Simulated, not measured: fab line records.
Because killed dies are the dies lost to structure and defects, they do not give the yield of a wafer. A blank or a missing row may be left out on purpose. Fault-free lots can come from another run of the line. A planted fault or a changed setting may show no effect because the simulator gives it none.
What tool caused it? + flow n5Finfet + 10 lots with 29 wafers sampled at 5 steps, on a route of 1938 steps

== WHAT EACH GAUGE READ, for each wafer ==
N5_BEOL_M4_RC_MEAS_101. Usual: DIBL_N 37.1 mV/V, standard deviation 1.8; DIBL_P 37.2 mV/V, standard deviation 2.1; IOFF_N 0.17 nA/um, standard deviation 0.033; IOFF_P 0.22 nA/um, standard deviation 0.037; ION_N 680 uA/um, standard deviation 11; ION_P 464 uA/um, standard deviation 7.7; SS_N 71.7 mV/dec, standard deviation 0.63; SS_P 73.6 mV/dec, standard deviation 0.67; VT_N 248.9 mV, standard deviation 2.9; VT_P -251 mV, standard deviation 3.6.
| lot  | measured     | on        | DIBL_N (mV/V)  | DIBL_P (mV/V)  | IOFF_N (nA/um) | IOFF_P (nA/um) | ION_N (uA/um) | ION_P (uA/um) | SS_N (mV/dec)  | SS_P (mV/dec)  | VT_N (mV)         | VT_P (mV)      | flag |
|------|--------------|-----------|----------------|----------------|----------------|----------------|---------------|---------------|----------------|----------------|-------------------|----------------|------|
| L685 | day 8 19:38  | prober-01 | 37.7 32.4 36.1 | 39.0 32.8 37.3 | 0.21 0.11 0.18 | 0.24 0.15 0.21 | 684 666 682   | 467 458 465   | 72.2 70.6 71.9 | 74.0 72.1 73.8 | 244.9 253.1 246.9 | -249 -256 -250 |      |
| L686 | day 8 22:56  | prober-02 | 38.7 35.8 34.1 | 40.6 36.7 33.8 | 0.22 0.14 0.12 | 0.26 0.18 0.15 | 701 676 667   | 473 455 454   | 72.0 71.4 71.0 | 74.6 73.2 72.5 | 242.9 251.4 251.3 | -248 -256 -256 |      |
| L687 | day 9 10:14  | prober-02 | 36.0 37.9 35.0 | 36.5 39.2 35.4 | 0.17 0.21 0.15 | 0.24 0.29 0.21 | 691 684 684   | 468 471 469   | 71.0 71.7 70.8 | 73.2 74.4 73.2 | 248.1 245.2 249.1 | -247 -246 -249 |      |
| L688 | day 10 00:26 | prober-02 | 37.3 39.4 37.5 | 37.8 38.5 36.9 | 0.18 0.21 0.18 | 0.23 0.24 0.22 | 690 693 689   | 467 462 468   | 71.9 72.3 71.6 | 74.0 74.5 73.8 | 246.8 245.6 246.4 | -249 -248 -249 |      |
| L689 | day 9 19:16  | prober-02 | 36.6 37.9 38.8 | 35.3 38.5 38.1 | 0.14 0.18 0.19 | 0.16 0.22 0.21 | 663 684 681   | 449 464 463   | 72.0 72.4 71.7 | 72.9 74.1 74.2 | 253.8 248.7 249.6 | -254 -253 -253 |      |
| L690 | day 10 00:10 | prober-01 | 38.2 38.0 37.1 | 39.4 37.8 36.8 | 0.22 0.20 0.18 | 0.31 0.29 0.26 | 697 686 680   | 481 479 466   | 72.4 72.1 72.2 | 74.2 73.6 73.5 | 245.5 245.1 246.5 | -244 -243 -247 |      |
| L691 | day 10 03:49 | prober-01 | 37.7 37.6 34.5 | 37.9 37.6 35.4 | 0.15 0.16 0.11 | 0.19 0.18 0.15 | 665 673 655   | 458 454 452   | 71.3 71.9 70.6 | 74.0 72.9 73.1 | 251.8 252.4 255.9 | -255 -257 -258 |      |
| L693 | day 10 19:43 | prober-02 | 35.7 38.2 34.0 | 37.0 41.7 35.3 | 0.14 0.21 0.13 | 0.18 0.25 0.17 | 663 690 665   | 455 469 462   | 72.0 71.6 70.7 | 73.9 75.1 73.4 | 250.1 245.4 251.2 | -254 -252 -255 |      |
| L698 | day 12 17:44 | prober-02 | 35.9           | 36.3           | 0.15           | 0.18           | 676           | 457           | 71.1           | 73.5           | 247.3             | -255           |      |
| L704 | day 14 06:01 | prober-01 | 38.4 37.4 37.3 | 37.9 36.2 35.7 | 0.20 0.18 0.17 | 0.24 0.22 0.21 | 695 678 666   | 469 461 461   | 72.2 72.0 71.5 | 74.3 73.4 73.1 | 243.4 247.8 249.1 | -249 -251 -252 |      |

N5_MIM_BOT_LITHO_OVL_MEAS_11. Usual: MIM_BOT_OVL gives 0 nm (standard deviation 4.8).
| lot  | measured     | on         | MIM_BOT_OVL (nm) | flag |
|------|--------------|------------|------------------|------|
| L685 | day 12 15:25 | overlay-02 | 7 -3 4           |      |
| L686 | day 12 23:45 | overlay-02 | 5 6 2            |      |
| L687 | day 14 01:11 | overlay-01 | 3 0 2            |      |
| L688 | day 13 19:58 | overlay-01 | -2 -10 -9        |      |
| L689 | day 14 07:08 | overlay-01 | 3 -2 8           |      |
| L690 | day 14 10:01 | overlay-02 | 3 0 2            |      |
| L691 | day 14 11:26 | overlay-02 | -4 10 6          |      |
| L693 | day 14 16:02 | overlay-01 | -7 1 -8          |      |
| L698 | day 16 17:42 | overlay-01 | -7               |      |
| L704 | day 18 10:30 | overlay-01 | -3 -1 3          |      |

N5_PASSIVATION_OVL_MEAS_60. Usual: TV_OVL gives 4 nm (standard deviation 5.2).
| lot  | measured     | on         | TV_OVL (nm) | flag |
|------|--------------|------------|-------------|------|
| L685 | day 12 17:46 | overlay-01 | 3 2 2       |      |
| L686 | day 13 01:18 | overlay-02 | 6 -8 6      |      |
| L687 | day 14 02:45 | overlay-01 | 7 2 1       |      |
| L688 | day 13 21:41 | overlay-01 | -10 7 9     |      |
| L689 | day 14 08:47 | overlay-01 | 6 11 13     |      |
| L690 | day 14 12:36 | overlay-01 | 7 7 8       |      |
| L691 | day 14 13:56 | overlay-01 | 4 4 3       |      |
| L693 | day 14 18:08 | overlay-01 | 4 7 10      |      |
| L698 | day 16 19:25 | overlay-02 | 3           |      |
| L704 | day 18 13:32 | overlay-02 | 3 11 7      |      |

N5_PASSIVATION_INSPECT_61: inspects for defects (macro). Usual: rawDefectCount 2.2, standard deviation 1.5.
| lot  | measured     | on               | rawDefectCount | flag |
|------|--------------|------------------|----------------|------|
| L685 | day 12 17:48 | defectInspect-02 | 1 3 1          |      |
| L686 | day 13 01:19 | defectInspect-01 | 1 0 1          |      |
| L687 | day 14 02:47 | defectInspect-02 | 3 3 4          |      |
| L688 | day 13 21:43 | defectInspect-02 | 4 5 4          |      |
| L689 | day 14 08:48 | defectInspect-02 | 1 3 0          |      |
| L690 | day 14 12:37 | defectInspect-02 | 1 2 2          |      |
| L691 | day 14 13:57 | defectInspect-02 | 1 5 0          |      |
| L693 | day 14 18:10 | defectInspect-02 | 1 2 1          |      |
| L698 | day 16 19:26 | defectInspect-02 | 5              |      |
| L704 | day 18 13:34 | defectInspect-01 | 4 5 4          |      |

== EACH LOT AND THE TOOL THAT RAN IT (in order: tool; ch and the chambers of the sampled wafers; start) ==
| lot  | N5_PMOS_HMC_CHANNEL_EPI_HM_OPEN_15 |
|------|------------------------------------|
| L685 | rieDiel-02 ch 0,2,3, day 2 05:51   |
| L686 | rieDiel-06 ch 2,3, day 2 12:04     |
| L687 | rieDiel-04 ch 0,1,2, day 2 17:10   |
| L688 | rieDiel-02 ch 0,3, day 2 23:28     |
| L689 | rieDiel-02 ch 1,3, day 3 05:08     |
| L690 | rieDiel-02 ch 0,1, day 3 11:43     |
| L691 | rieDiel-02 ch 1,2, day 3 17:07     |
| L693 | rieDiel-02 ch 1,3, day 4 05:41     |
| L698 | rieDiel-02 ch 2,3, day 5 13:14     |
| L704 | rieDiel-06 ch 0,1,2, day 6 23:35   |
- N5_PMOS_HMC_CHANNEL_EPI_HM_OPEN_15: chemistry CHF3/O2, target SiO2, target depth 40.6 nm, time 20.3 s.

== WHAT THE TOOLS THEMSELVES READ (means of the sampled wafers that have a number; where no wafer has one, the mark that the record gives instead) ==
N5_PMOS_HMC_CHANNEL_EPI_HM_OPEN_15. Usual: drypumpMotorCurrentA 5.9 A, standard deviation 0.38; oes_f_703_au 0.78 a.u., standard deviation 0.1; oesProductAu 0.78 a.u., standard deviation 0.099; rfVppV 525 V, standard deviation 9.8; showerheadPlenumPTorr 2.41 Torr, standard deviation 0.081; throttleValvePct 18.96 %, standard deviation 0.23.
| lot  | tool       | drypumpMotorCurrentA (A) | oes_f_703_au (a.u.) | oesProductAu (a.u.) | rfVppV (V) | showerheadPlenumPTorr (Torr) | throttleValvePct (%) | flag |
|------|------------|--------------------------|---------------------|---------------------|------------|------------------------------|----------------------|------|
| L685 | rieDiel-02 | 5.9                      | 0.70                | 0.70                | 521        | 2.42                         | 19.11                |      |
| L686 | rieDiel-06 | 5.9                      | 0.82                | 0.82                | 528        | 2.47                         | 18.72                |      |
| L687 | rieDiel-04 | 5.8                      | 0.74                | 0.73                | 531        | 2.41                         | 19.08                |      |
| L688 | rieDiel-02 | 6.3                      | 0.72                | 0.72                | 521        | 2.37                         | 19.07                |      |
| L689 | rieDiel-02 | 5.9                      | 0.75                | 0.76                | 523        | 2.45                         | 19.11                |      |
| L690 | rieDiel-02 | 6.1                      | 0.76                | 0.77                | 529        | 2.39                         | 19.02                |      |
| L691 | rieDiel-02 | 5.4                      | 0.69                | 0.70                | 530        | 2.45                         | 19.11                |      |
| L693 | rieDiel-02 | 5.9                      | 0.92                | 0.90                | 514        | 2.46                         | 18.88                |      |
| L698 | rieDiel-02 | 5.6                      | 0.95                | 0.85                | 518        | 2.48                         | 18.77                |      |
| L704 | rieDiel-06 | 5.9                      | 0.80                | 0.79                | 523        | 2.42                         | 18.71                |      |

== THE ANSWER, worked out from the rows above alone ==
Rule: lot off if the mean of its wafers having a number is beyond 3 standard deviations from the usual mean. Also off: a lot with no number at a reading for which 4 or more lots have one. Any other lot the step has rows for is counted as sound. First the gauges in route order, then the tools' own readings, where a lot's mean is used as printed above. The first step at which some lot is off is used, and at that step the reading that is off furthest; a lot without a number counts as furthest.
No lot is off at any reading shown: from this, nothing can be told.

== WHAT THE SIMULATOR HAD PUT IN ==
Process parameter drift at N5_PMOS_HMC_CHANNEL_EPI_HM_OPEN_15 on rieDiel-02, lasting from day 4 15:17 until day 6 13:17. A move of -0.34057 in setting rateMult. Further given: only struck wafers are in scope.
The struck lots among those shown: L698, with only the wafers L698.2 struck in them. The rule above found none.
